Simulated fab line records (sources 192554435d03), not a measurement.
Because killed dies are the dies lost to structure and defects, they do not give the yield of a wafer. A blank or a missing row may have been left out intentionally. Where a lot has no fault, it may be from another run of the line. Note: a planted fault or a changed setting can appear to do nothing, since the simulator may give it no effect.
Split-lot study :: flow n5Finfet :: route with 1938 steps; 7 lots, 21 wafers read

## THE SPLIT ITSELF
At N5_BEOL_M10_COAT_63 (time 60 s, resist thk 100 nm), the setting spinRpm was moved away from the recipe's 1500 rpm on 9 of the 21 wafers read, by -10.5% to +4.9%. The other wafers ran this setting at the recipe's value.

## FROM THE SPLIT TO THE READING: what the file shows between them, 7 steps
- N5_BEOL_M10_COAT_64: time 60 s, resist thk 30 nm (also split here: spinRpm)
- N5_BEOL_M10_COAT_22: resist thk 90 nm
- N5_BEOL_M10_EBR_24
- N5_BEOL_M10_DESCUM_33: chemistry O2, time 7.9 s
- N5_BEOL_M10_ETCH_65: etches SiARC in CF4, target depth 39 nm, time 65 s
- N5_BEOL_M10_ETCH_66: etches SOC in N2/H2, target depth 120 nm, overetch 24 nm, time 180 s
- N5_BEOL_M10_STRIP_69: strips in N2/H2

## THE READING
SOC_of_BEOL_M10_COAT_63.thkNm (the simulator's own value, which no gauge read), in nm, at N5_BEOL_M10_VIA_ETCH_34 (etches SiCOH lowk in C4F6/O2, target depth 184.5 nm, time 69.2 s). There is no usual value for it anywhere in the file. Across the 12 wafers here that went through the recipe, the average is 92.2 nm and the standard deviation 0.35 nm.

wafer: L077.1
tool, chamber at the split: lithoTrack-01, 0
spinRpm as run, rpm: 1500
against the recipe: recipe
SOC_of_BEOL_M10_COAT_63.thkNm, nm: 91.8
against lot-mates on the recipe: -

wafer: L077.2
tool, chamber at the split: lithoTrack-01, 0
spinRpm as run, rpm: 1428
against the recipe: -4.8%
SOC_of_BEOL_M10_COAT_63.thkNm, nm: 93.8
against lot-mates on the recipe: +2.0

wafer: L077.3
tool, chamber at the split: lithoTrack-01, 0
spinRpm as run, rpm: 1428
against the recipe: -4.8%
SOC_of_BEOL_M10_COAT_63.thkNm, nm: 94.2
against lot-mates on the recipe: +2.4

wafer: L079.3
tool, chamber at the split: lithoTrack-01, 0
spinRpm as run, rpm: 1343
against the recipe: -10.5%
SOC_of_BEOL_M10_COAT_63.thkNm, nm: 97.2
against lot-mates on the recipe: +5.4

wafer: L079.4
tool, chamber at the split: lithoTrack-01, 0
spinRpm as run, rpm: 1500
against the recipe: recipe
SOC_of_BEOL_M10_COAT_63.thkNm, nm: 91.8
against lot-mates on the recipe: -

wafer: L079.6
tool, chamber at the split: lithoTrack-01, 0
spinRpm as run, rpm: 1500
against the recipe: recipe
SOC_of_BEOL_M10_COAT_63.thkNm, nm: 91.8
against lot-mates on the recipe: -

wafer: L082.2
tool, chamber at the split: lithoTrack-02, 0
spinRpm as run, rpm: 1500
against the recipe: recipe
SOC_of_BEOL_M10_COAT_63.thkNm, nm: 92
against lot-mates on the recipe: -

wafer: L082.3
tool, chamber at the split: lithoTrack-02, 0
spinRpm as run, rpm: 1500
against the recipe: recipe
SOC_of_BEOL_M10_COAT_63.thkNm, nm: 92
against lot-mates on the recipe: -

wafer: L082.4
tool, chamber at the split: lithoTrack-02, 0
spinRpm as run, rpm: 1500
against the recipe: recipe
SOC_of_BEOL_M10_COAT_63.thkNm, nm: 92
against lot-mates on the recipe: -

wafer: L084.1
tool, chamber at the split: lithoTrack-04, 0
spinRpm as run, rpm: 1573
against the recipe: +4.9%
SOC_of_BEOL_M10_COAT_63.thkNm, nm: 89.8
against lot-mates on the recipe: -2.4

wafer: L084.4
tool, chamber at the split: lithoTrack-04, 0
spinRpm as run, rpm: 1500
against the recipe: recipe
SOC_of_BEOL_M10_COAT_63.thkNm, nm: 92.4
against lot-mates on the recipe: -

wafer: L084.5
tool, chamber at the split: lithoTrack-04, 0
spinRpm as run, rpm: 1500
against the recipe: recipe
SOC_of_BEOL_M10_COAT_63.thkNm, nm: 92
against lot-mates on the recipe: -

wafer: L085.1
tool, chamber at the split: lithoTrack-01, 0
spinRpm as run, rpm: 1394
against the recipe: -7.1%
SOC_of_BEOL_M10_COAT_63.thkNm, nm: 95.8
against lot-mates on the recipe: no lot-mate on the recipe

wafer: L085.5
tool, chamber at the split: lithoTrack-01, 0
spinRpm as run, rpm: 1394
against the recipe: -7.1%
SOC_of_BEOL_M10_COAT_63.thkNm, nm: 95.8
against lot-mates on the recipe: no lot-mate on the recipe

wafer: L085.4
tool, chamber at the split: lithoTrack-01, 0
spinRpm as run, rpm: 1394
against the recipe: -7.1%
SOC_of_BEOL_M10_COAT_63.thkNm, nm: 95.4
against lot-mates on the recipe: no lot-mate on the recipe

wafer: L087.2
tool, chamber at the split: lithoTrack-01, 0
spinRpm as run, rpm: 1500
against the recipe: recipe
SOC_of_BEOL_M10_COAT_63.thkNm, nm: 92.8
against lot-mates on the recipe: -

wafer: L087.3
tool, chamber at the split: lithoTrack-01, 0
spinRpm as run, rpm: 1350
against the recipe: -10.0%
SOC_of_BEOL_M10_COAT_63.thkNm, nm: 97.8
against lot-mates on the recipe: +5.2

wafer: L087.4
tool, chamber at the split: lithoTrack-01, 0
spinRpm as run, rpm: 1500
against the recipe: recipe
SOC_of_BEOL_M10_COAT_63.thkNm, nm: 92.4
against lot-mates on the recipe: -

wafer: L097.3
tool, chamber at the split: lithoTrack-02, 0
spinRpm as run, rpm: 1500
against the recipe: recipe
SOC_of_BEOL_M10_COAT_63.thkNm, nm: 92.8
against lot-mates on the recipe: -

wafer: L097.5
tool, chamber at the split: lithoTrack-02, 0
spinRpm as run, rpm: 1500
against the recipe: recipe
SOC_of_BEOL_M10_COAT_63.thkNm, nm: 92.4
against lot-mates on the recipe: -

wafer: L097.6
tool, chamber at the split: lithoTrack-02, 0
spinRpm as run, rpm: 1557
against the recipe: +3.8%
SOC_of_BEOL_M10_COAT_63.thkNm, nm: 90.4
against lot-mates on the recipe: -2.2

THE FIT
A straight line over all 21 wafers: SOC_of_BEOL_M10_COAT_63.thkNm changes by -0.495 nm for each +1% of spinRpm; r = -0.98; the points scatter about the line by 0.38 nm.
The same after taking each lot's own level away (the mean of its wafers on the recipe; 18 wafers): -0.512 nm for each +1%; r = -1.00; scatter 0.18 nm.
On that fit, the largest move of spinRpm shifts the reading by 5.4 nm.
From 91.80 to 92.60 nm: that is the span of the lots' own levels, equal to 2.3 times the standard deviation above.
Hence the lot-to-lot level has little effect on the slope; both slopes agree.
Check: +5.28 nm against its lot-mates is what the line predicts for one of the wafers moved furthest among these (-10.5%) when that wafer is left out of the fit. Against them it came out at +5.4 nm.

## OTHER SPLITS ON THESE WAFERS
These wafers also went through other splits before the reading. Each is held against what the fit with the lots' levels taken away leaves over:
other split on the same wafers: N5_BEOL_M9_DESCUM_16 timeS
wafers away from the commonest value: 8
r with SOC_of_BEOL_M10_COAT_63.thkNm (lot level and that fit taken away): +0.46

other split on the same wafers: N5_BEOL_M10_COAT_64 spinRpm
wafers away from the commonest value: 7
r with SOC_of_BEOL_M10_COAT_63.thkNm (lot level and that fit taken away): -0.20

## THE WHOLE CHAIN: every reading that the file lists as answering this split, in the file's order
step: N5_BEOL_M10_COAT_63
what it does: time 60 s, resist thk 100 nm
reading: SOC_of_BEOL_M10_COAT_63.thkNm (the simulator's own value, which no gauge read)
change (the file's fit): -0.531 nm for each +1% of the setting
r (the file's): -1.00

step: N5_BEOL_M10_ETCH_66
what it does: etches SOC in N2/H2, target depth 120 nm, overetch 24 nm, time 180 s
reading: etch.depthNm (the simulator's own value, which no gauge read)
change (the file's fit): -0.528 nm for each +1% of the setting
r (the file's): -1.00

step: N5_BEOL_M10_VIA_ETCH_34
what it does: etches SiCOH lowk in C4F6/O2, target depth 184.5 nm, time 69.2 s
reading: SOC_of_BEOL_M10_COAT_63.thkNm (the simulator's own value, which no gauge read)
change (the file's fit): -0.514 nm for each +1% of the setting
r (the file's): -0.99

## THE FILE'S OWN FIT
SOC_of_BEOL_M10_COAT_63.thkNm changes by -0.514 nm for each +1% of spinRpm, r = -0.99.
